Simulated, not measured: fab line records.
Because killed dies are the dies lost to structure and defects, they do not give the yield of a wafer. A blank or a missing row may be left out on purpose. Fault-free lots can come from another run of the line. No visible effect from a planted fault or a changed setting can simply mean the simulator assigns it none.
fab line records	flow nandHarc
[record] lots = 14	wafers = 39	lastDay = 24
route steps=1159 shown P_BONDPAD@374 A_ZERO_WELL@411 A_ONON_D1@444 A_CHANNEL_HOLE_D1@463 END@1159
lots that met no fault: from a run of the same line without faults
startH: hours from the record's first day to the start of the lot's first wafer shown	waitH: time in hours since the lot's previous step	" identical to the entry in the row above	L1.1+2: a single row standing in for several wafers	- no value, or no start given	* or withheld: withheld	< > ~ a bound
route shown NAME@n: names a module that has steps shown in the file, with the first one's number in the route	usual: the fault-free wafers' mean and standard deviation	same: alike in all rows	chamber/n: place in a boat	sites: readings site by site	_std_site: standard deviation of those values	_edge_site: inner sites' mean taken away from outer sites' mean	radiusMm: how far each site lies from the wafer's centre	mask NAME#n: copy n	behind: the tool/chamber that last shaped the wafer	hold: the reason the lot was held/the length of the hold in hours/how it ended	device: the transistor (n, p or np) that didn't switch	end of line: the same wafers' tests at the end of the route	step lacking rows: just its recipe	killed: not the wafer's yield, but the dies lost to structure and defects at the first sort	map: a wafer's dies, x killed, . not, _ none there
set.NAME: setting as actually run; set.NAME@STEP: the setting as run at that earlier step	model.NAME: the simulator's own value behind a step, which no gauge read
one table for each step of the route and one row for each wafer, over a sample of lots
services: when a tool's chamber went out of use (startH, in hours from the record's first day, below 0 if earlier), for how many hours, and the reason
[[steps]]
[step NHARC_P_BONDPAD_DEGAS_25]
[recipe] tempC = 300	timeS = 60
[usual] heaterPowerW = 490/47
lot.wafer	tool	chamber	startH	waitH	heaterPowerW
L180.2	pvdSputter-03	-	140.57	-	561
L180.1	"	-	"	"	518
L180.6	"	-	"	"	443
L183.2	pvdSputter-03	-	153.70	-	548
L183.4	"	-	"	"	497
L183.5	"	-	"	"	549
L182.1	pvdSputter-02	-	156.38	-	483
L182.3	"	-	"	"	453
L182.5	"	-	"	"	525
L185.4	pvdSputter-02	-	164.46	-	493
L185.5	"	-	"	"	499
L185.6	"	-	"	"	492
L186.3	pvdSputter-03	-	173.87	-	554
L186.1	"	-	"	"	450
L186.6	"	-	"	"	557
L187.2	pvdSputter-01	-	175.11	-	490
L187.1	"	-	"	"	426
L187.4	"	-	"	"	414
L189.3	pvdSputter-02	-	187.88	-	500
L189.2	"	-	"	"	437
L189.1	"	-	"	"	504
L190.1	pvdSputter-01	-	195.18	-	418
L190.2	"	-	"	"	412
L190.5	"	-	"	"	422
L191.2	pvdSputter-02	-	207.08	-	497
L191.3	"	-	"	"	429
L192.1	pvdSputter-03	-	207.80	-	431
L192.2	"	-	"	"	526
L192.6	"	-	"	"	452
L193.1	pvdSputter-03	-	225.66	-	546
L193.6	"	-	"	"	540
L193.5	"	-	"	"	515
L194.1	pvdSputter-02	-	226.30	-	509
L194.3	"	-	"	"	502
L197.3	pvdSputter-01	-	241.18	-	409
L197.1	"	-	"	"	595
L201.2	pvdSputter-01	-	260.95	-	492
L201.4	"	-	"	"	408
L201.5	"	-	"	"	489
[step NHARC_A_ZERO_WELL_RTA_16]
[recipe] tempC = 1000	timeS = 10
[usual] annealTempCMax = 1004.6/1.1	lampPowerPct = 31.2/0.73	lamp_zone_2_pct = 31.2/0.72	lamp_zone_5_pct = 31.2/0.73	wafer_temp_C_max = 1005.6/1.1
lot.wafer	tool	chamber	startH	waitH	annealTempCMax	lampPowerPct	lamp_zone_2_pct	lamp_zone_5_pct	wafer_temp_C_max
L180.1	rtpAnneal-02	0	144.95	-	1003.5	32.0	31.9	31.9	1004.5
L180.2	"	0	"	"	1002.7	31.9	31.9	32.0	1006.0
L180.6	"	0	"	"	1002.5	32.0	31.9	31.9	1005.3
L183.2	rtpAnneal-01	0	157.97	-	1005.0	30.4	30.5	30.5	1006.2
L183.4	"	0	"	"	1006.2	30.4	30.5	30.4	1005.3
L183.5	"	0	"	"	1005.4	30.4	30.4	30.4	1004.6
L182.1	rtpAnneal-02	0	160.59	-	1002.6	31.9	31.9	31.9	1006.3
L182.3	"	0	"	"	1004.2	31.9	31.8	31.9	1005.4
L182.5	"	0	"	"	1003.6	31.9	31.9	31.9	1007.0
L185.4	rtpAnneal-01	0	168.82	-	1005.8	30.5	30.4	30.5	1006.2
L185.5	"	0	"	"	1005.0	30.5	30.5	30.5	1005.9
L185.6	"	0	"	"	1006.3	30.5	30.5	30.5	1005.1
L186.1	rtpAnneal-02	0	178.09	-	1003.8	31.9	31.9	32.0	1004.0
L186.3	"	0	"	"	1003.1	32.0	31.9	32.0	1005.2
L186.6	"	0	"	"	1004.3	32.0	32.0	31.9	1005.7
L187.1	rtpAnneal-01	0	179.28	-	1005.7	30.5	30.5	30.5	1003.1
L187.2	"	0	"	"	1005.3	30.5	30.5	30.5	1006.6
L187.4	"	0	"	"	1005.9	30.5	30.5	30.5	1004.6
L189.1	rtpAnneal-01	0	192.07	-	1004.4	30.4	30.5	30.5	1006.8
L189.2	"	0	"	"	1003.7	30.5	30.5	30.5	1005.5
L189.3	"	0	"	"	1005.8	30.5	30.5	30.4	1006.7
L190.1	rtpAnneal-01	0	199.54	-	1005.8	30.5	30.5	30.4	1006.0
L190.2	"	0	"	"	1005.2	30.5	30.5	30.5	1005.8
L190.5	"	0	"	"	1005.3	30.5	30.5	30.4	1005.0
L191.2	rtpAnneal-02	0	211.37	-	1003.2	31.9	31.9	31.9	1004.7
L191.3	"	0	"	"	1003.1	32.0	31.9	31.9	1006.5
L192.1	rtpAnneal-02	0	212.35	-	1004.6	32.0	32.0	31.9	1006.3
L192.2	"	0	"	"	1004.0	31.9	31.9	32.0	1004.8
L192.6	"	0	"	"	1003.9	32.0	31.9	32.0	1004.2
L193.1	rtpAnneal-02	0	229.86	-	1003.6	31.9	31.9	32.0	1004.9
L193.5	"	0	"	"	1003.7	32.0	31.9	32.0	1003.9
L193.6	"	0	"	"	1003.3	32.0	32.0	31.9	1005.6
L194.1	rtpAnneal-01	0	230.40	-	1006.9	30.5	30.5	30.5	1004.4
L194.3	"	0	"	"	1005.6	30.5	30.5	30.5	1005.6
L197.1	rtpAnneal-02	0	245.52	-	1002.8	31.9	32.0	31.9	1005.0
L197.3	"	0	"	"	1004.1	31.9	31.9	31.9	1005.0
L201.2	rtpAnneal-02	0	265.32	-	1003.0	31.9	31.9	31.9	1006.1
L201.4	"	0	"	"	1003.7	31.9	31.9	31.9	1004.7
L201.5	"	0	"	"	1003.2	32.0	31.9	32.0	1006.6
[step NHARC_A_ONON_D1_DEP_28]
[recipe] targetThkA = 10000	n2FlowSccm = 2750	n2oFlowSccm = 2000	nh3FlowSccm = 500	sih4FlowSccm = 210	tempC = 400
[usual] nh3FlowSccm = 500.0/1.7	sih4FlowSccm = 210.2/0.64
lot.wafer	tool	chamber	startH	waitH	nh3FlowSccm	sih4FlowSccm
L180.1	pecvdOnon-01	0	178.27	0.1	500.2	210.3
L180.2	"	0	"	"	499.0	210.1
L180.6	"	0	"	"	500.7	210.2
L182.1	pecvdOnon-02	0	190.96	0.1	501.2	208.9
L182.3	"	0	"	"	496.7	210.1
L182.5	"	0	"	"	500.6	210.4
L183.2	pecvdOnon-01	0	191.00	0.1	498.3	209.5
L183.4	"	0	"	"	498.4	210.0
L183.5	"	0	"	"	499.2	209.9
L185.4	pecvdOnon-03	0	201.95	0.4	503.1	210.3
L185.5	"	0	"	"	501.8	209.2
L185.6	"	0	"	"	501.4	210.0
L186.1	pecvdOnon-02	0	211.73	0.1	501.7	209.9
L186.3	"	0	"	"	498.4	209.8
L186.6	"	0	"	"	501.3	210.1
L187.1	pecvdOnon-03	0	211.73	0.1	497.8	210.9
L187.2	"	0	"	"	499.5	210.1
L187.4	"	0	"	"	499.0	211.4
L189.1	pecvdOnon-01	0	226.54	0.1	501.0	210.9
L189.2	"	0	"	"	502.4	210.7
L189.3	"	0	"	"	500.4	210.6
L190.1	pecvdOnon-01	0	235.74	0.1	502.9	211.3
L190.2	"	0	"	"	502.8	211.5
L190.5	"	0	"	"	501.2	211.3
L192.1	pecvdOnon-03	0	243.74	0.1	502.4	211.0
L192.2	"	0	"	"	497.8	211.1
L192.6	"	0	"	"	499.8	209.8
L191.2	pecvdOnon-01	0	243.76	0.1	500.2	209.6
L191.3	"	0	"	"	500.0	210.5
L194.1	pecvdOnon-01	0	263.85	0.1	501.1	210.3
L194.3	"	0	"	"	501.1	210.3
L193.1	pecvdOnon-02	0	263.98	0.1	498.3	210.6
L193.5	"	0	"	"	499.8	210.4
L193.6	"	0	"	"	498.7	209.6
L197.1	pecvdOnon-01	0	277.17	0.1	498.5	209.3
L197.3	"	0	"	"	496.4	209.7
L201.2	pecvdOnon-03	0	297.06	0.1	502.5	210.9
L201.4	"	0	"	"	500.5	210.6
L201.5	"	0	"	"	500.2	209.9
[step NHARC_A_ONON_D1_THK_MEAS_30]
[recipe] thkMeasGauge = ellipsometry
[usual] thkNm = 995/10
lot.wafer	tool	chamber	startH	waitH	thkNm
L180.1	filmMetro-01	-	178.78	-	990
L180.2	"	-	"	"	990
L180.6	"	-	"	"	991
L183.2	filmMetro-02	-	191.45	-	992
L183.4	"	-	"	"	991
L183.5	"	-	"	"	991
L182.1	filmMetro-01	-	191.47	-	996
L182.3	"	-	"	"	997
L182.5	"	-	"	"	997
L185.4	filmMetro-02	-	202.29	-	986
L185.5	"	-	"	"	989
L185.6	"	-	"	"	989
L186.1	filmMetro-02	-	212.24	-	1003
L186.3	"	-	"	"	1002
L186.6	"	-	"	"	1003
L187.1	filmMetro-01	-	212.25	-	1001
L187.2	"	-	"	"	1002
L187.4	"	-	"	"	1002
L189.1	filmMetro-02	-	227.05	-	1008
L189.2	"	-	"	"	1011
L189.3	"	-	"	"	1011
L190.1	filmMetro-02	-	236.24	-	997
L190.2	"	-	"	"	998
L190.5	"	-	"	"	994
L191.2	filmMetro-01	-	244.21	-	979
L191.3	"	-	"	"	468
L192.1	filmMetro-01	-	244.26	-	998
L192.2	"	-	"	"	999
L192.6	"	-	"	"	997
L194.1	filmMetro-01	-	264.36	-	485
L194.3	"	-	"	"	486
L193.1	filmMetro-01	-	264.49	-	994
L193.5	"	-	"	"	993
L193.6	"	-	"	"	995
L197.1	filmMetro-02	-	277.68	-	476
L197.3	"	-	"	"	479
L201.2	filmMetro-01	-	297.54	-	988
L201.4	"	-	"	"	987
L201.5	"	-	"	"	989
[step NHARC_A_CHANNEL_HOLE_D1_OVL_MEAS_11]
[usual] overlayXNm = 0.0/0.85	overlayYNm = -0.3/0.87
lot.wafer	tool	chamber	startH	waitH	overlayXNm	overlayYNm
L180.1	overlay-01	-	187.35	-	-0.7	0.8
L180.2	"	-	"	"	-0.1	0.5
L180.6	"	-	"	"	-0.7	1.3
L183.2	overlay-02	-	196.56	-	-0.4	0.9
L183.4	"	-	"	"	-0.3	1.3
L183.5	"	-	"	"	-0.3	0.9
L182.1	overlay-02	-	197.34	-	0.0	-0.6
L182.3	"	-	"	"	0.5	-1.1
L182.5	"	-	"	"	0.5	-0.5
L185.4	overlay-02	-	205.47	-	1.3	0.6
L185.5	"	-	"	"	0.9	0.3
L185.6	"	-	"	"	0.7	0.4
L186.1	overlay-02	-	215.60	-	-0.4	0.3
L186.3	"	-	"	"	-0.4	1.2
L186.6	"	-	"	"	-0.2	1.6
L187.1	overlay-02	-	215.90	-	-1.4	-0.2
L187.2	"	-	"	"	-1.3	-0.7
L187.4	"	-	"	"	-0.8	-0.2
L189.1	overlay-01	-	230.52	-	-0.3	0.8
L189.2	"	-	"	"	0.1	0.6
L189.3	"	-	"	"	-0.8	0.8
L190.1	overlay-01	-	240.52	-	-1.2	-0.9
L190.2	"	-	"	"	-0.8	-0.3
L190.5	"	-	"	"	-1.2	-1.4
L191.2	overlay-01	-	247.59	-	2.1	-0.7
L192.1	overlay-01	-	247.76	-	-0.3	-0.6
L192.2	"	-	"	"	-1.2	-0.6
L192.6	"	-	"	"	-0.8	-0.2
L193.1	overlay-01	-	269.33	-	-0.3	-0.7
L193.5	"	-	"	"	-0.5	-0.6
L193.6	"	-	"	"	-0.8	-0.7
L201.2	overlay-02	-	303.29	-	0.0	-1.1
L201.4	"	-	"	"	-0.8	-1.3
L201.5	"	-	"	"	-0.1	-1.5
[step NHARC_END_SORT_01]
[recipe] tempC = 25
[usual] killedAtArray = 27/8.8	killedAtOther = 0.4/0.82	killedAtPeriphery = 3.1/2.1	killedDies = 31/8.8	killedOpen = 3.3/2	killedShort = 2.0/1.4
[same] grossDies = 677
lot.wafer	tool	chamber	startH	waitH	killedAtArray	killedAtOther	killedAtPeriphery	killedDies	killedOpen	killedShort
L197.1	prober-02	0	553.82	2.5	664	3	10	677	3	4
L197.3	prober-02	0	555.40	3.1	674	0	3	677	2	0
// killed by level:class
L197.1 A_ONON_D1:areaDep=639 A_CHANNEL_HOLE_D1:chamberFilmFlake=17 P_STI:chamberFilmFlake=4 P_M0:chamberFilmFlake=4 A_STAIRCASE:geometricParticle:open=2 A_STAIRCASE:chamberFilmFlake=2 THIN_TSV:chamberFilmFlake=2 P_M1:geometricParticle:short=1
L197.3 A_ONON_D1:areaDep=647 A_CHANNEL_HOLE_D1:chamberFilmFlake=21 A_STAIRCASE:chamberFilmFlake=4 A_CHANNEL_FILL_D1:geometricParticle:open=1 P_STI:chamberFilmFlake=1 A_BLC:geometricParticle:open=1 P_GATE:chamberFilmFlake=1 P_M0:chamberFilmFlake=1
[[services]]
tool	chamber	startH	hours	kind
pvdSputter-01	-	118.62	0.6	repair
pecvdOnon-03	-	153.11	13.0	pm
pvdSputter-01	-	158.00	10.0	pm
pvdSputter-02	-	188.30	6.9	repair
pecvdOnon-01	-	195.00	13.0	pm
pvdSputter-02	-	215.37	10.0	pm
pecvdOnon-03	-	246.56	2.9	repair
pvdSputter-02	-	264.79	1.0	repair
pvdSputter-03	-	280.00	10.0	pm
pecvdOnon-03	-	286.80	1.2	repair
pecvdOnon-02	-	292.00	13.0	pm
[[key]]
[firstSign] step = NHARC_A_ONON_D1_THK_MEAS_30	reading = thkNm	direction = down	sigmas = 52	usual = 995	struck = 479
[effect] step = NHARC_END_SORT_01	reading = killedDies	direction = up	sigmas = 73	usual = 31	struck = 677
[moreKillsBornAt] NHARC_A_ONON_D1_DEP_28@pecvdOnon-01 = 1286
metAt NHARC_A_ONON_D1_DEP_28
struckLots L191,L194,L197
struckWafers L191.3,L194.1,L194.3,L197.1,L197.3
laterRowsLeftOut L191.3,L194.1,L194.3,L197.1,L197.3
sortLeftOut L191.3,L194.1,L194.3
testerLeftOut L191,L194,L197
notActingAt NHARC_P_BONDPAD_DEGAS_25,NHARC_A_ZERO_WELL_RTA_16,NHARC_A_CHANNEL_HOLE_D1_OVL_MEAS_11
onsetBetween 235.74 243.76
[fault] kind = processParameterDrift	tool = pecvdOnon-01	chamber = -	onsetH = 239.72	steps = NHARC_A_ONON_D1_DEP_28	channel = targetThkA	offset = *	shape = step	endH = 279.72	scope = struckWafersOnly	actsIn = *	stated = *
// testerLeftOut: of these lots the tester's yield and bins aren't shown, on N5 and GAA mostly nor the transistor test; their killed dies are dies lost to structure and defects alone, not to doping, threshold or leakage, so they don't give the yield
// sortLeftOut: the simulated sort isn't trusted on such a fault, so these wafers' sort isn't shown, and their yield isn't known
// laterRowsLeftOut: the simulator's readings of these wafers behind a module that went badly wrong aren't trusted and aren't shown, but for the sort
